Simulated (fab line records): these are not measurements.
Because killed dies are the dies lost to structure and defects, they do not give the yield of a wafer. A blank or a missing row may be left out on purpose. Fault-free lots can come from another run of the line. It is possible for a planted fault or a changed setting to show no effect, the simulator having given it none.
Which tool did it? / flow n5 finfet / Sampling: 24 lots, 72 wafers, 4 of 1938 route steps

== WHAT EACH GAUGE READ, for each wafer ==
N5_BEOL_M5_THK_MEAS_53: measures by xrf. Usual: M5_THK typically reads 61.4 nm, with standard deviation 1.5.
lot=L074; measured=day 8 08:47; on=film metro-01; M5_THK (nm)=62.3 61.8 63.0; flag=
lot=L076; measured=day 8 17:37; on=film metro-02; M5_THK (nm)=60.9 59.8 60.3; flag=
lot=L075; measured=day 8 19:26; on=film metro-01; M5_THK (nm)=59.8 60.1 58.8; flag=
lot=L077; measured=day 9 02:55; on=film metro-01; M5_THK (nm)=63.2 61.2 60.6; flag=
lot=L078; measured=day 9 05:25; on=film metro-01; M5_THK (nm)=58.5 59.5 62.9; flag=
lot=L079; measured=day 9 13:24; on=film metro-02; M5_THK (nm)=61.0 62.6 61.4; flag=
lot=L080; measured=day 9 18:03; on=film metro-01; M5_THK (nm)=62.1 59.8 62.3; flag=
lot=L082; measured=day 9 21:07; on=film metro-01; M5_THK (nm)=61.4 61.4 61.1; flag=
lot=L081; measured=day 10 01:29; on=film metro-01; M5_THK (nm)=61.7 58.9 60.8; flag=
lot=L083; measured=day 10 03:08; on=film metro-02; M5_THK (nm)=60.0 62.3 61.1; flag=
lot=L084; measured=day 10 09:18; on=film metro-01; M5_THK (nm)=60.6 59.6 57.1; flag=
lot=L088; measured=day 13 07:26; on=film metro-01; M5_THK (nm)=60.6 62.7 61.1; flag=
lot=L095; measured=day 13 12:26; on=film metro-01; M5_THK (nm)=58.3 60.5 62.5; flag=
lot=L094; measured=day 13 16:46; on=film metro-02; M5_THK (nm)=61.2 60.7 62.4; flag=
lot=L085; measured=day 13 20:50; on=film metro-02; M5_THK (nm)=60.0 62.0 58.8; flag=
lot=L090; measured=day 13 21:43; on=film metro-01; M5_THK (nm)=60.0 61.4 59.4; flag=
lot=L089; measured=day 14 03:59; on=film metro-02; M5_THK (nm)=62.3 64.3 60.2; flag=
lot=L092; measured=day 14 06:43; on=film metro-02; M5_THK (nm)=62.2 63.8 62.5; flag=
lot=L091; measured=day 14 13:25; on=film metro-02; M5_THK (nm)=60.6 60.7 61.4; flag=
lot=L087; measured=day 14 19:22; on=film metro-02; M5_THK (nm)=60.7 63.2 62.2; flag=
lot=L096; measured=day 15 02:32; on=film metro-02; M5_THK (nm)=62.5 63.7 64.4; flag=
lot=L093; measured=day 14 23:16; on=film metro-01; M5_THK (nm)=64.9 62.5 59.7; flag=
lot=L086; measured=day 15 09:59; on=film metro-02; M5_THK (nm)=61.1 65.5 62.9; flag=
lot=L097; measured=day 15 16:50; on=film metro-01; M5_THK (nm)=63.3 62.1 60.9; flag=

== EACH LOT AND THE TOOL THAT RAN IT (in order: tool; ch and the chambers of the sampled wafers; start) ==
lot=L074; N5_BEOL_M5_SPUTTER_48=pvd sputter-01, day 8 03:39; N5_BEOL_M5_ANNEAL_49=pvd sputter-01, day 8 03:44; N5_BEOL_M5_ANNEAL_84=pvd sputter-01, day 8 05:54
lot=L076; N5_BEOL_M5_SPUTTER_48=pvd sputter-02, day 8 12:29; N5_BEOL_M5_ANNEAL_49=pvd sputter-02, day 8 12:34; N5_BEOL_M5_ANNEAL_84=pvd sputter-02, day 8 14:44
lot=L075; N5_BEOL_M5_SPUTTER_48=pvd sputter-01, day 8 13:56; N5_BEOL_M5_ANNEAL_49=pvd sputter-01, day 8 14:01; N5_BEOL_M5_ANNEAL_84=pvd sputter-01, day 8 16:11
lot=L077; N5_BEOL_M5_SPUTTER_48=pvd sputter-03, day 8 21:31; N5_BEOL_M5_ANNEAL_49=pvd sputter-03, day 8 21:35; N5_BEOL_M5_ANNEAL_84=pvd sputter-03, day 8 23:46
lot=L078; N5_BEOL_M5_SPUTTER_48=pvd sputter-01, day 9 00:16; N5_BEOL_M5_ANNEAL_49=pvd sputter-01, day 9 00:21; N5_BEOL_M5_ANNEAL_84=pvd sputter-01, day 9 02:31
lot=L079; N5_BEOL_M5_SPUTTER_48=pvd sputter-01, day 9 06:58; N5_BEOL_M5_ANNEAL_49=pvd sputter-01, day 9 07:03; N5_BEOL_M5_ANNEAL_84=pvd sputter-01, day 9 09:14
lot=L080; N5_BEOL_M5_SPUTTER_48=pvd sputter-03, day 9 12:48; N5_BEOL_M5_ANNEAL_49=pvd sputter-03, day 9 12:53; N5_BEOL_M5_ANNEAL_84=pvd sputter-03, day 9 15:04
lot=L082; N5_BEOL_M5_SPUTTER_48=pvd sputter-01, day 9 15:57; N5_BEOL_M5_ANNEAL_49=pvd sputter-01, day 9 16:02; N5_BEOL_M5_ANNEAL_84=pvd sputter-01, day 9 18:12
lot=L081; N5_BEOL_M5_SPUTTER_48=pvd sputter-03, day 9 20:19; N5_BEOL_M5_ANNEAL_49=pvd sputter-03, day 9 20:24; N5_BEOL_M5_ANNEAL_84=pvd sputter-03, day 9 22:34
lot=L083; N5_BEOL_M5_SPUTTER_48=pvd sputter-02, day 9 21:52; N5_BEOL_M5_ANNEAL_49=pvd sputter-02, day 9 21:56; N5_BEOL_M5_ANNEAL_84=pvd sputter-02, day 10 00:07
lot=L084; N5_BEOL_M5_SPUTTER_48=pvd sputter-03, day 10 03:32; N5_BEOL_M5_ANNEAL_49=pvd sputter-03, day 10 03:37; N5_BEOL_M5_ANNEAL_84=pvd sputter-03, day 10 05:47
lot=L088; N5_BEOL_M5_SPUTTER_48=pvd sputter-02, day 13 02:14; N5_BEOL_M5_ANNEAL_49=pvd sputter-02, day 13 02:19; N5_BEOL_M5_ANNEAL_84=pvd sputter-02, day 13 04:30
lot=L095; N5_BEOL_M5_SPUTTER_48=pvd sputter-01, day 13 07:17; N5_BEOL_M5_ANNEAL_49=pvd sputter-01, day 13 07:22; N5_BEOL_M5_ANNEAL_84=pvd sputter-01, day 13 09:32
lot=L094; N5_BEOL_M5_SPUTTER_48=pvd sputter-02, day 13 11:17; N5_BEOL_M5_ANNEAL_49=pvd sputter-02, day 13 11:22; N5_BEOL_M5_ANNEAL_84=pvd sputter-02, day 13 13:32
lot=L085; N5_BEOL_M5_SPUTTER_48=pvd sputter-03, day 13 15:41; N5_BEOL_M5_ANNEAL_49=pvd sputter-03, day 13 15:46; N5_BEOL_M5_ANNEAL_84=pvd sputter-03, day 13 17:57
lot=L090; N5_BEOL_M5_SPUTTER_48=pvd sputter-02, day 13 16:29; N5_BEOL_M5_ANNEAL_49=pvd sputter-02, day 13 16:34; N5_BEOL_M5_ANNEAL_84=pvd sputter-02, day 13 18:44
lot=L089; N5_BEOL_M5_SPUTTER_48=pvd sputter-02, day 13 22:51; N5_BEOL_M5_ANNEAL_49=pvd sputter-02, day 13 22:56; N5_BEOL_M5_ANNEAL_84=pvd sputter-02, day 14 01:07
lot=L092; N5_BEOL_M5_SPUTTER_48=pvd sputter-03, day 14 01:35; N5_BEOL_M5_ANNEAL_49=pvd sputter-03, day 14 01:40; N5_BEOL_M5_ANNEAL_84=pvd sputter-03, day 14 03:50
lot=L091; N5_BEOL_M5_SPUTTER_48=pvd sputter-01, day 14 07:50; N5_BEOL_M5_ANNEAL_49=pvd sputter-01, day 14 07:55; N5_BEOL_M5_ANNEAL_84=pvd sputter-01, day 14 10:05
lot=L087; N5_BEOL_M5_SPUTTER_48=pvd sputter-01, day 14 14:13; N5_BEOL_M5_ANNEAL_49=pvd sputter-01, day 14 14:17; N5_BEOL_M5_ANNEAL_84=pvd sputter-01, day 14 16:28
lot=L096; N5_BEOL_M5_SPUTTER_48=pvd sputter-02, day 14 17:50; N5_BEOL_M5_ANNEAL_49=pvd sputter-02, day 14 17:55; N5_BEOL_M5_ANNEAL_84=pvd sputter-02, day 14 23:39
lot=L093; N5_BEOL_M5_SPUTTER_48=pvd sputter-03, day 14 18:08; N5_BEOL_M5_ANNEAL_49=pvd sputter-03, day 14 18:13; N5_BEOL_M5_ANNEAL_84=pvd sputter-03, day 14 20:23
lot=L086; N5_BEOL_M5_SPUTTER_48=pvd sputter-03, day 15 02:35; N5_BEOL_M5_ANNEAL_49=pvd sputter-03, day 15 04:40; N5_BEOL_M5_ANNEAL_84=pvd sputter-03, day 15 06:50
lot=L097; N5_BEOL_M5_SPUTTER_48=pvd sputter-01, day 15 11:42; N5_BEOL_M5_ANNEAL_49=pvd sputter-01, day 15 11:47; N5_BEOL_M5_ANNEAL_84=pvd sputter-01, day 15 13:57
- N5_BEOL_M5_SPUTTER_48: material Cu, target thk 15 nm, time 27.62 s.
- N5_BEOL_M5_ANNEAL_49: time 1800 s.
- N5_BEOL_M5_ANNEAL_84: time 1800 s.

== WHAT THE TOOLS THEMSELVES READ (means of the sampled wafers that have a number; where no wafer has one, the mark that the record gives instead) ==
N5_BEOL_M5_SPUTTER_48. Usual: chuck sensor temp C -15.90 C, standard deviation 0.26; throttle valve pct 29.9 %, standard deviation 1.
lot=L074; tool=pvd sputter-01; chuck sensor temp C (C)=-16.10; throttle valve pct (%)=30.7; flag=
lot=L076; tool=pvd sputter-02; chuck sensor temp C (C)=-15.80; throttle valve pct (%)=29.6; flag=
lot=L075; tool=pvd sputter-01; chuck sensor temp C (C)=-16.04; throttle valve pct (%)=30.0; flag=
lot=L077; tool=pvd sputter-03; chuck sensor temp C (C)=-15.97; throttle valve pct (%)=29.6; flag=
lot=L078; tool=pvd sputter-01; chuck sensor temp C (C)=-16.02; throttle valve pct (%)=30.5; flag=
lot=L079; tool=pvd sputter-01; chuck sensor temp C (C)=-15.94; throttle valve pct (%)=30.2; flag=
lot=L080; tool=pvd sputter-03; chuck sensor temp C (C)=-15.96; throttle valve pct (%)=30.1; flag=
lot=L082; tool=pvd sputter-01; chuck sensor temp C (C)=-15.91; throttle valve pct (%)=30.6; flag=
lot=L081; tool=pvd sputter-03; chuck sensor temp C (C)=-16.11; throttle valve pct (%)=30.2; flag=
lot=L083; tool=pvd sputter-02; chuck sensor temp C (C)=-15.80; throttle valve pct (%)=29.7; flag=
lot=L084; tool=pvd sputter-03; chuck sensor temp C (C)=-15.78; throttle valve pct (%)=29.4; flag=
lot=L088; tool=pvd sputter-02; chuck sensor temp C (C)=-15.77; throttle valve pct (%)=29.4; flag=
lot=L095; tool=pvd sputter-01; chuck sensor temp C (C)=-16.06; throttle valve pct (%)=30.3; flag=
lot=L094; tool=pvd sputter-02; chuck sensor temp C (C)=-15.60; throttle valve pct (%)=29.0; flag=
lot=L085; tool=pvd sputter-03; chuck sensor temp C (C)=-16.23; throttle valve pct (%)=31.1; flag=
lot=L090; tool=pvd sputter-02; chuck sensor temp C (C)=-16.04; throttle valve pct (%)=29.3; flag=
lot=L089; tool=pvd sputter-02; chuck sensor temp C (C)=-15.77; throttle valve pct (%)=28.9; flag=
lot=L092; tool=pvd sputter-03; chuck sensor temp C (C)=-16.00; throttle valve pct (%)=30.3; flag=
lot=L091; tool=pvd sputter-01; chuck sensor temp C (C)=-15.91; throttle valve pct (%)=30.6; flag=
lot=L087; tool=pvd sputter-01; chuck sensor temp C (C)=-15.91; throttle valve pct (%)=30.1; flag=
lot=L096; tool=pvd sputter-02; chuck sensor temp C (C)=-15.94; throttle valve pct (%)=29.4; flag=
lot=L093; tool=pvd sputter-03; chuck sensor temp C (C)=-15.80; throttle valve pct (%)=29.3; flag=
lot=L086; tool=pvd sputter-03; chuck sensor temp C (C)=-15.93; throttle valve pct (%)=30.1; flag=
lot=L097; tool=pvd sputter-01; chuck sensor temp C (C)=-16.01; throttle valve pct (%)=30.3; flag=

N5_BEOL_M5_ANNEAL_49. Usual: heater power w at 834 W, with a standard deviation of 47.
lot=L074; tool=pvd sputter-01; heater power w (W)=796; flag=
lot=L076; tool=pvd sputter-02; heater power w (W)=816; flag=
lot=L075; tool=pvd sputter-01; heater power w (W)=827; flag=
lot=L077; tool=pvd sputter-03; heater power w (W)=867; flag=
lot=L078; tool=pvd sputter-01; heater power w (W)=795; flag=
lot=L079; tool=pvd sputter-01; heater power w (W)=838; flag=
lot=L080; tool=pvd sputter-03; heater power w (W)=864; flag=
lot=L082; tool=pvd sputter-01; heater power w (W)=808; flag=
lot=L081; tool=pvd sputter-03; heater power w (W)=856; flag=
lot=L083; tool=pvd sputter-02; heater power w (W)=800; flag=
lot=L084; tool=pvd sputter-03; heater power w (W)=894; flag=
lot=L088; tool=pvd sputter-02; heater power w (W)=802; flag=
lot=L095; tool=pvd sputter-01; heater power w (W)=834; flag=
lot=L094; tool=pvd sputter-02; heater power w (W)=778; flag=
lot=L085; tool=pvd sputter-03; heater power w (W)=846; flag=
lot=L090; tool=pvd sputter-02; heater power w (W)=827; flag=
lot=L089; tool=pvd sputter-02; heater power w (W)=822; flag=
lot=L092; tool=pvd sputter-03; heater power w (W)=862; flag=
lot=L091; tool=pvd sputter-01; heater power w (W)=800; flag=
lot=L087; tool=pvd sputter-01; heater power w (W)=826; flag=
lot=L096; tool=pvd sputter-02; heater power w (W)=822; flag=
lot=L093; tool=pvd sputter-03; heater power w (W)=887; flag=
lot=L086; tool=pvd sputter-03; heater power w (W)=904; flag=
lot=L097; tool=pvd sputter-01; heater power w (W)=811; flag=

N5_BEOL_M5_ANNEAL_84. Usual: heater power w at 834 W, with a standard deviation of 47.
lot=L074; tool=pvd sputter-01; heater power w (W)=808; flag=
lot=L076; tool=pvd sputter-02; heater power w (W)=815; flag=
lot=L075; tool=pvd sputter-01; heater power w (W)=822; flag=
lot=L077; tool=pvd sputter-03; heater power w (W)=868; flag=
lot=L078; tool=pvd sputter-01; heater power w (W)=823; flag=
lot=L079; tool=pvd sputter-01; heater power w (W)=828; flag=
lot=L080; tool=pvd sputter-03; heater power w (W)=871; flag=
lot=L082; tool=pvd sputter-01; heater power w (W)=806; flag=
lot=L081; tool=pvd sputter-03; heater power w (W)=855; flag=
lot=L083; tool=pvd sputter-02; heater power w (W)=803; flag=
lot=L084; tool=pvd sputter-03; heater power w (W)=903; flag=
lot=L088; tool=pvd sputter-02; heater power w (W)=800; flag=
lot=L095; tool=pvd sputter-01; heater power w (W)=820; flag=
lot=L094; tool=pvd sputter-02; heater power w (W)=800; flag=
lot=L085; tool=pvd sputter-03; heater power w (W)=851; flag=
lot=L090; tool=pvd sputter-02; heater power w (W)=815; flag=
lot=L089; tool=pvd sputter-02; heater power w (W)=819; flag=
lot=L092; tool=pvd sputter-03; heater power w (W)=861; flag=
lot=L091; tool=pvd sputter-01; heater power w (W)=787; flag=
lot=L087; tool=pvd sputter-01; heater power w (W)=830; flag=
lot=L096; tool=pvd sputter-02; heater power w (W)=820; flag=
lot=L093; tool=pvd sputter-03; heater power w (W)=886; flag=
lot=L086; tool=pvd sputter-03; heater power w (W)=894; flag=
lot=L097; tool=pvd sputter-01; heater power w (W)=829; flag=

== THE ANSWER, worked out from the rows above alone ==
Rule: lot off if the mean of its wafers having a number is beyond 3 standard deviations from the usual mean. Also off: a lot with no number at a reading for which 4 or more lots have one. All remaining lots with rows at the step are treated as sound. After the gauges, taken in route order, come the tools' own readings; for these a lot's mean is taken, as printed above. At the first step where some lot is off, the reading lying furthest off is the one used; lots without a number count as furthest.
No lot is off on any of the readings shown, so nothing can be concluded from this.

== WHAT THE SIMULATOR HAD PUT IN ==
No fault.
